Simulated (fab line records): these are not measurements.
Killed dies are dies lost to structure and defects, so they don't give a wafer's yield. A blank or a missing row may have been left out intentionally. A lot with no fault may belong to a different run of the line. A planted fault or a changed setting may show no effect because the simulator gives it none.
fab line records ; flow nand_harc
record: lots: 15; wafers: 42; last_day: 25
route steps=1159 shown A_CONTACT@865
lots untouched by any fault: they come from a run of this same line in which no faults occurred
start_h: hours from the record's opening day to when the first of the lot's shown wafers began ; wait_h: time in hours since the lot's previous step ; " the same as in the row above ; L1.1+2: one row covering several wafers at once ; - no value, or no start given ; * or withheld: withheld ; < > ~ a bound
route shown NAME@n: names a module that has steps shown in the file, with the first one's number in the route ; usual: the fault-free wafers' mean and standard deviation ; same: alike in all rows ; chamber/n: place in a boat ; sites: per-site readings ; _std_site: the standard deviation of these ; _edge_site: the outer-site mean with the inner-site mean subtracted ; radius_mm: how far each site lies from the wafer's centre ; mask NAME#n: copy n ; behind: the tool/chamber that last shaped the wafer ; hold: the reason the lot was held/the length of the hold in hours/how it ended ; device: which transistor (n, p or np) failed to switch ; end of line: the tests these same wafers got at the end of their route ; a step without rows: its recipe alone ; killed: at the first sort, the dies lost to defects and structure; wafer yield is something else ; map: a wafer's dies, marking killed ones x, the rest . and places with no die _
set.NAME: the setting that was run; set.NAME@STEP: the one run at that earlier step ; model.NAME: the simulator's own value behind a step, which no gauge read
route steps across a sampled set of lots; one table per step, one row per wafer
services: when a tool's chamber went out of use (start_h, in hours from the record's first day, below 0 if earlier), for how many hours, and the reason
== steps ==
step: NHARC_A_CONTACT_ETCH_114
recipe: source_w: withheld; pressure_mtorr: 20; bias_v: 3000; time_s: 94; target_depth_a: 9220; ar_flow_sccm: withheld; c4f8_flow_sccm: withheld; o2_flow_sccm: withheld; chemistry: C4F8/O2/Ar
usual: run_length_s: 94/0
lot.wafer;tool;chamber;start_h;wait_h;rf_hours_counter_h;run_length_s
L700.2;har_cap_etch-01;0;362.48;0.1;57;94
L700.4;har_cap_etch-01;0;362.48;0.1;-;94
L700.3;har_cap_etch-01;1;362.48;0.1;-;94
L702.3;har_cap_etch-01;1;375.34;0.1;-;94
L702.4;har_cap_etch-01;0;375.34;0.1;-;94
L702.6;har_cap_etch-01;1;375.34;0.1;-;94
L701.3;har_cap_etch-02;0;377.58;0.1;-;94
L701.4;har_cap_etch-02;1;377.58;0.1;-;94
L701.5;har_cap_etch-02;1;377.58;0.1;-;94
L704.4;har_cap_etch-02;0;391.83;0.1;-;94
L704.5;har_cap_etch-02;1;391.83;0.1;-;94
L704.6;har_cap_etch-02;0;391.83;0.1;-;94
L705.2;har_cap_etch-01;0;396.33;0.1;62;94
L705.6;har_cap_etch-01;1;396.33;0.1;-;94
L705.5;har_cap_etch-01;0;396.33;0.1;-;94
L706.1;har_cap_etch-02;0;401.87;0.1;16;94
L706.4;har_cap_etch-02;1;401.87;0.1;-;94
L703.2;har_cap_etch-03;0;405.08;0.1;86;94
L703.5;har_cap_etch-03;0;405.08;0.1;-;94
L703.6;har_cap_etch-03;1;405.08;0.1;-;94
L708.1;har_cap_etch-02;1;413.12;0.1;18;94
L708.4;har_cap_etch-02;0;413.12;0.1;-;94
L707.2;har_cap_etch-02;0;428.28;0.1;20;94
L707.3;har_cap_etch-02;1;428.28;0.1;-;94
L718.4;har_cap_etch-01;1;471.76;0.1;-;94
L718.3;har_cap_etch-01;0;471.76;0.1;-;94
L718.6;har_cap_etch-01;0;471.76;0.1;-;94
L716.1;har_cap_etch-01;0;476.14;0.1;76;94
L716.4;har_cap_etch-01;1;476.14;0.1;-;94
L716.6;har_cap_etch-01;1;476.14;0.1;-;94
L719.1;har_cap_etch-01;0;494.56;0.1;79;94
L719.4;har_cap_etch-01;0;494.56;0.1;-;94
L719.3;har_cap_etch-01;1;494.56;0.1;-;94
L721.1;har_cap_etch-02;0;502.61;0.1;33;94
L721.2;har_cap_etch-02;1;502.61;0.1;33;94
L721.5;har_cap_etch-02;0;502.61;0.1;-;94
L720.2;har_cap_etch-01;1;503.39;0.1;80;94
L720.4;har_cap_etch-01;0;503.39;0.1;-;94
L720.5;har_cap_etch-01;0;503.39;0.1;-;94
L722.2;har_cap_etch-02;1;517.06;0.1;35;94
L722.3;har_cap_etch-02;0;517.06;0.1;-;94
L722.5;har_cap_etch-02;1;517.06;0.1;-;94
step: NHARC_A_CONTACT_ETCH_116
recipe: source_w: withheld; pressure_mtorr: 20; bias_v: 3000; time_s: 94; target_depth_a: 9220; ar_flow_sccm: withheld; c4f8_flow_sccm: withheld; o2_flow_sccm: withheld; chemistry: C4F8/O2/Ar
usual: run_length_s: 94/0
lot.wafer;tool;chamber;start_h;wait_h;rf_hours_counter_h;run_length_s
L700.2;har_cap_etch-01;0;362.66;0.1;57;94
L700.4;har_cap_etch-01;0;362.66;0.1;-;94
L700.3;har_cap_etch-01;1;362.66;0.1;-;94
L702.3;har_cap_etch-01;1;375.52;0.1;-;94
L702.4;har_cap_etch-01;0;375.52;0.1;-;94
L702.6;har_cap_etch-01;1;375.52;0.1;-;94
L701.3;har_cap_etch-02;0;377.77;0.1;-;94
L701.4;har_cap_etch-02;1;377.77;0.1;-;94
L701.5;har_cap_etch-02;1;377.77;0.1;-;94
L704.4;har_cap_etch-02;0;392.01;0.1;-;94
L704.5;har_cap_etch-02;1;392.01;0.1;-;94
L704.6;har_cap_etch-02;0;392.01;0.1;-;94
L705.2;har_cap_etch-01;0;396.51;0.1;62;94
L705.6;har_cap_etch-01;1;396.51;0.1;-;94
L705.5;har_cap_etch-01;0;396.51;0.1;-;94
L706.1;har_cap_etch-02;0;402.05;0.1;16;94
L706.4;har_cap_etch-02;1;402.05;0.1;-;94
L703.2;har_cap_etch-03;0;405.26;0.1;87;94
L703.5;har_cap_etch-03;0;405.26;0.1;-;94
L703.6;har_cap_etch-03;1;405.26;0.1;-;94
L708.1;har_cap_etch-02;1;413.30;0.1;18;94
L708.4;har_cap_etch-02;0;413.30;0.1;-;94
L707.2;har_cap_etch-02;0;428.46;0.1;20;94
L707.3;har_cap_etch-02;1;428.46;0.1;-;94
L718.4;har_cap_etch-01;1;471.94;0.1;-;94
L718.3;har_cap_etch-01;0;471.94;0.1;-;94
L718.6;har_cap_etch-01;0;471.94;0.1;-;94
L716.1;har_cap_etch-01;0;476.33;0.1;76;94
L716.4;har_cap_etch-01;1;476.33;0.1;-;94
L716.6;har_cap_etch-01;1;476.33;0.1;-;94
L719.1;har_cap_etch-01;0;494.74;0.1;79;94
L719.4;har_cap_etch-01;0;494.74;0.1;-;94
L719.3;har_cap_etch-01;1;494.74;0.1;-;94
L721.1;har_cap_etch-02;0;502.80;0.1;33;94
L721.2;har_cap_etch-02;1;502.80;0.1;33;94
L721.5;har_cap_etch-02;0;502.80;0.1;-;94
L720.2;har_cap_etch-01;1;503.58;0.1;80;94
L720.4;har_cap_etch-01;0;503.58;0.1;-;94
L720.5;har_cap_etch-01;0;503.58;0.1;-;94
L722.2;har_cap_etch-02;1;517.24;0.1;35;94
L722.3;har_cap_etch-02;0;517.24;0.1;-;94
L722.5;har_cap_etch-02;1;517.24;0.1;-;94
step: NHARC_A_CONTACT_ETCH_119
recipe: source_w: withheld; pressure_mtorr: 20; bias_v: 3000; time_s: 94; target_depth_a: 9220; ar_flow_sccm: withheld; c4f8_flow_sccm: withheld; o2_flow_sccm: withheld; chemistry: C4F8/O2/Ar
usual: run_length_s: 94/0
lot.wafer;tool;chamber;start_h;wait_h;rf_hours_counter_h;run_length_s
L700.2;har_cap_etch-01;0;362.93;0.1;57;94
L700.4;har_cap_etch-01;0;362.93;0.1;-;94
L700.3;har_cap_etch-01;1;362.93;0.1;-;94
L702.3;har_cap_etch-01;1;375.79;0.1;-;94
L702.4;har_cap_etch-01;0;375.79;0.1;-;94
L702.6;har_cap_etch-01;1;375.79;0.1;-;94
L701.3;har_cap_etch-02;0;378.04;0.1;-;94
L701.4;har_cap_etch-02;1;378.04;0.1;-;94
L701.5;har_cap_etch-02;1;378.04;0.1;-;94
L704.4;har_cap_etch-02;0;392.28;0.1;-;94
L704.5;har_cap_etch-02;1;392.28;0.1;-;94
L704.6;har_cap_etch-02;0;392.28;0.1;-;94
L705.2;har_cap_etch-01;0;396.79;0.1;62;94
L705.6;har_cap_etch-01;1;396.79;0.1;-;94
L705.5;har_cap_etch-01;0;396.79;0.1;-;94
L706.1;har_cap_etch-02;0;402.32;0.1;16;94
L706.4;har_cap_etch-02;1;402.32;0.1;-;94
L703.2;har_cap_etch-03;0;405.53;0.1;87;94
L703.5;har_cap_etch-03;0;405.53;0.1;-;94
L703.6;har_cap_etch-03;1;405.53;0.1;-;94
L708.1;har_cap_etch-02;1;413.58;0.1;18;94
L708.4;har_cap_etch-02;0;413.58;0.1;-;94
L707.2;har_cap_etch-02;0;428.73;0.1;21;94
L707.3;har_cap_etch-02;1;428.73;0.1;-;94
L718.4;har_cap_etch-01;1;472.21;0.1;-;94
L718.3;har_cap_etch-01;0;472.21;0.1;-;94
L718.6;har_cap_etch-01;0;472.21;0.1;-;94
L716.1;har_cap_etch-01;0;476.60;0.1;77;94
L716.4;har_cap_etch-01;1;476.60;0.1;-;94
L716.6;har_cap_etch-01;1;476.60;0.1;-;94
L719.1;har_cap_etch-01;0;495.02;0.1;79;94
L719.4;har_cap_etch-01;0;495.02;0.1;-;94
L719.3;har_cap_etch-01;1;495.02;0.1;-;94
L721.1;har_cap_etch-02;0;503.07;0.1;33;94
L721.2;har_cap_etch-02;1;503.07;0.1;33;94
L721.5;har_cap_etch-02;0;503.07;0.1;-;94
L720.2;har_cap_etch-01;1;503.85;0.1;80;94
L720.4;har_cap_etch-01;0;503.85;0.1;-;94
L720.5;har_cap_etch-01;0;503.85;0.1;-;94
L722.2;har_cap_etch-02;1;517.52;0.1;36;94
L722.3;har_cap_etch-02;0;517.52;0.1;-;94
L722.5;har_cap_etch-02;1;517.52;0.1;-;94
step: NHARC_A_CONTACT_ETCH_90
recipe: target_depth_a: 400; over_etch_frac: 0.5; time_s: 85.7; ion_energy_ev: 120; ch3f_flow_sccm: 50; o2_flow_sccm: 30; ar_flow_sccm: 200; rf_w: 500; bias_w: 100; chemistry: CH3F/O2
usual: ch3f_flow_sccm: 50.01/0.16; drypump_motor_current_A: 5.8/0.42; oes_product_au: 0.96/0.04; rf_vpp_V: 244.6/1.9; run_length_s: 107.1/0.38; showerhead_plenum_p_Torr: 2.48/0.12; throttle_valve_pct: 20.664/0.0089
lot.wafer;tool;chamber;start_h;wait_h;ch3f_flow_sccm;drypump_motor_current_A;oes_product_au;rf_hours_counter_h;rf_vpp_V;run_length_s;showerhead_plenum_p_Torr;throttle_valve_pct
L700.3;rie_diel-10;1;363.91;0.4;50.02;5.7;0.99;0;241.2;106.8;2.30;20.641
L700.4;rie_diel-10;2;363.91;0.4;50.04;6.7;1.00;0;245.5;106.8;2.59;20.662
L700.2;rie_diel-10;3;363.91;0.4;49.72;5.5;0.98;0;244.6;106.9;2.48;20.652
L702.4;rie_diel-10;1;376.75;0.4;50.27;5.7;1.01;2;240.9;107.2;2.30;20.676
L702.3;rie_diel-10;2;376.75;0.4;50.01;6.7;1.00;2;244.4;107.4;2.59;20.674
L702.6;rie_diel-10;0;376.75;0.4;50.01;5.7;1.02;-;246.3;107.7;2.62;20.684
L701.3;rie_diel-10;0;378.99;0.5;49.87;5.7;1.02;3;247.1;107.5;2.62;20.653
L701.4;rie_diel-10;2;378.99;0.5;49.93;6.8;1.00;3;246.3;106.8;2.59;20.660
L701.5;rie_diel-10;0;378.99;0.5;49.91;5.7;1.01;-;246.9;107.6;2.62;20.665
L704.4;rie_diel-10;0;393.24;0.4;50.00;5.7;1.01;5;247.7;107.3;2.62;20.670
L704.5;rie_diel-10;1;393.24;0.4;49.92;5.7;0.99;-;242.3;106.9;2.29;20.660
L704.6;rie_diel-10;2;393.24;0.4;49.74;6.7;1.00;-;247.0;107.1;2.58;20.675
L705.2;rie_diel-10;2;397.75;0.5;50.10;6.7;1.01;5;244.7;107.2;2.59;20.665
L705.6;rie_diel-10;1;397.75;0.5;49.99;5.8;1.01;-;241.4;106.6;2.30;20.652
L705.5;rie_diel-10;2;397.75;0.5;50.16;6.7;1.01;-;247.0;107.3;2.59;20.666
L706.1;rie_diel-10;1;403.30;0.6;49.93;5.8;0.92;6;241.1;107.0;2.29;20.664
L706.4;rie_diel-10;2;403.30;0.6;50.30;6.8;0.92;7;246.0;79.8;2.58;20.667
L703.2;rie_diel-09;3;406.54;0.6;50.27;6.2;0.92;58;246.4;106.8;2.61;20.655
L703.6;rie_diel-09;1;406.54;0.6;50.11;5.2;0.93;-;245.6;107.1;2.56;20.652
L703.5;rie_diel-09;3;406.54;0.6;50.02;6.2;0.93;-;246.2;106.6;2.61;20.662
L708.4;rie_diel-10;1;414.52;0.4;50.10;5.8;0.94;8;242.1;79.4;2.29;20.670
L708.1;rie_diel-10;2;414.52;0.4;49.75;6.7;0.93;8;247.5;107.0;2.58;20.666
L707.3;rie_diel-10;1;429.74;0.4;50.00;5.7;0.93;11;244.1;79.1;2.29;20.658
L707.2;rie_diel-10;2;429.74;0.4;50.04;6.7;0.93;11;245.7;107.2;2.58;20.661
L718.4;rie_diel-09;3;473.16;0.5;50.06;6.2;1.01;12;245.2;106.6;2.60;20.671
L718.3;rie_diel-09;0;473.16;0.5;49.78;5.6;1.01;12;241.3;107.2;2.31;20.666
L718.6;rie_diel-09;3;473.16;0.5;49.91;6.2;1.03;-;245.3;107.4;2.60;20.673
L716.1;rie_diel-09;2;477.59;0.6;49.76;5.6;0.93;13;245.0;106.7;2.46;20.673
L716.4;rie_diel-09;3;477.59;0.6;50.19;6.2;0.93;14;245.2;106.6;2.60;20.665
L716.6;rie_diel-09;0;477.59;0.6;49.94;5.6;0.91;-;242.9;107.5;2.31;20.661
L719.3;rie_diel-09;3;495.98;0.4;49.82;6.2;1.01;21;246.4;106.7;2.60;20.673
L719.1;rie_diel-09;1;495.98;0.4;50.16;5.2;1.00;20;244.4;107.6;2.54;20.671
L719.4;rie_diel-09;2;495.98;0.4;49.74;5.6;1.00;20;242.2;106.1;2.46;20.655
L721.2;rie_diel-10;2;504.05;0.5;49.83;6.7;1.00;20;246.3;106.8;2.58;20.666
L721.1;rie_diel-10;3;504.05;0.5;49.83;5.5;0.99;24;245.1;106.9;2.47;20.668
L721.5;rie_diel-10;2;504.05;0.5;49.96;6.7;1.00;-;246.3;107.0;2.58;20.667
L720.4;rie_diel-09;0;504.80;0.4;49.93;5.6;0.93;24;241.5;107.3;2.30;20.663
L720.2;rie_diel-09;3;504.80;0.4;50.05;6.2;0.94;25;246.8;106.8;2.60;20.639
L720.5;rie_diel-09;1;504.80;0.4;49.78;5.2;0.91;-;247.2;107.5;2.54;20.661
L722.3;rie_diel-02;2;518.47;0.4;50.14;5.9;0.91;1;246.3;107.3;2.61;20.653
L722.2;rie_diel-02;3;518.47;0.4;49.89;5.6;0.92;1;243.2;107.3;2.30;20.652
L722.5;rie_diel-02;3;518.47;0.4;49.77;5.6;0.93;-;242.4;107.2;2.30;20.674
== services ==
tool;chamber;start_h;hours;kind
har_cap_etch-03;-;346.23;0.3;repair
rie_diel-10;-;353.58;9.0;pm
rie_diel-10;0;353.58;9.0;vent_cycle
rie_diel-10;1;353.58;9.0;vent_cycle
rie_diel-10;2;353.58;9.0;vent_cycle
rie_diel-10;3;353.58;9.0;vent_cycle
rie_diel-10;0;362.58;-;clean
rie_diel-10;1;362.58;-;clean
rie_diel-10;2;362.58;-;clean
rie_diel-10;3;362.58;-;clean
rie_diel-02;1;377.35;2.2;repair
rie_diel-10;0;387.08;-;clean
rie_diel-10;1;387.08;-;clean
rie_diel-10;2;387.08;-;clean
rie_diel-10;3;387.08;-;clean
rie_diel-09;2;401.69;12.6;repair
har_cap_etch-02;-;408.66;1.6;repair
rie_diel-10;0;411.58;-;clean
rie_diel-09;2;428.25;14.1;repair
rie_diel-09;-;431.26;9.0;pm
rie_diel-09;3;453.44;1.9;repair
rie_diel-09;-;461.79;0.3;repair
rie_diel-10;2;462.02;18.7;repair
rie_diel-02;-;505.18;9.0;pm
== key ==
first_sign: step: NHARC_A_CONTACT_ETCH_90; reading: run_length_s; direction: down; sigmas: 73; usual: *; struck: *
effect none on later readings
met_at NHARC_A_CONTACT_ETCH_90
struck_lots L706,L707,L708
struck_wafers L706.4,L707.3,L708.4
sort_left_out L706.4,L707.3,L708.4
tester_left_out L706,L707,L708
not_acting_at NHARC_A_CONTACT_ETCH_114,NHARC_A_CONTACT_ETCH_116,NHARC_A_CONTACT_ETCH_119
onset_between 397.75 403.30
fault: kind: process_parameter_drift; tool: rie_diel-10; chamber: -; onset_h: 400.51; steps: NHARC_A_CONTACT_ETCH_90; channel: time_s; offset: *; shape: step; end_h: 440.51; scope: struck_wafers_only; acts_in: *; stated: *
tester_left_out: of these lots the tester's yield and bins aren't shown, on N5 and GAA mostly nor the transistor test; their killed dies are dies lost to structure and defects alone, not to doping, threshold or leakage, so they don't give the yield
sort_left_out: the simulated sort isn't trusted on such a fault, so these wafers' sort isn't shown, and their yield isn't known
